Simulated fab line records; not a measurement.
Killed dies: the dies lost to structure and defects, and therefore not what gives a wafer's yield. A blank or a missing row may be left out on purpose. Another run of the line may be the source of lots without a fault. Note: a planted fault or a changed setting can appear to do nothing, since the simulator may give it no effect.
Chamber matching + flow nandHarc + NHARC_A_STAIRCASE_ETCH_313 on rieDiel-08: 4 sister chambers
The step etches the open film in CF4/CHF3. 4 wafers are shown with their chamber, then 12 later ones without.

== WAFERS PAIRED WITH THEIR CHAMBERS ==
| wafer  | chamber | showerheadPlenumPTorr (Torr) |
|--------|---------|------------------------------|
| L086.5 | 1       | 1.55                         |
| L090.4 | 0       | 1.48                         |
| L090.5 | 3       | 1.48                         |
| L090.6 | 2       | 1.50                         |

== WAFERS MISSING THEIR CHAMBER ==
| wafer  | showerheadPlenumPTorr (Torr) |
|--------|------------------------------|
| L092.4 | 1.48                         |
| L092.5 | 1.50                         |
| L092.6 | 1.55                         |
| L091.1 | 1.55                         |
| L091.3 | 1.48                         |
| L091.4 | 1.50                         |
| L093.1 | 1.50                         |
| L093.3 | 1.48                         |
| L093.4 | 1.48                         |
| L097.1 | 1.55                         |
| L097.2 | 1.47                         |
| L097.4 | 1.47                         |

== WHICH CHAMBER EACH ONE RAN IN ==
| wafer  | from the rows above     | in truth |
|--------|-------------------------|----------|
| L092.4 | can't be placed: 0 or 3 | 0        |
| L092.5 | 2                       | 2        |
| L092.6 | 1                       | 1        |
| L091.1 | 1                       | 1        |
| L091.3 | can't be placed: 0 or 3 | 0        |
| L091.4 | 2                       | 2        |
| L093.1 | 2                       | 2        |
| L093.3 | can't be placed: 0 or 3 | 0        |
| L093.4 | can't be placed: 0 or 3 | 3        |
| L097.1 | 1                       | 1        |
| L097.2 | can't be placed: 0 or 3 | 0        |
| L097.4 | can't be placed: 0 or 3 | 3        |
Placed correctly: 6 of 12. Cannot be placed on the basis of these rows: 6; the candidates contain the true chamber in 6. Number placed wrongly: 0.
How it was worked out, from the rows above alone: a wafer's distance from a chamber is the root of the sum, over the readings, of the square of ((its reading less the chamber's mean) divided by the reading's scatter). If the next closest chamber is less than 2 further off than the closest, the wafer can't be placed; otherwise it belongs to the closest. For every chamber, the mean is computed from those of its wafers that are shown. The scatter (one wafer shown for each chamber): square how far every hidden wafer sits from the nearest shown wafer, average those squares and take the square root.
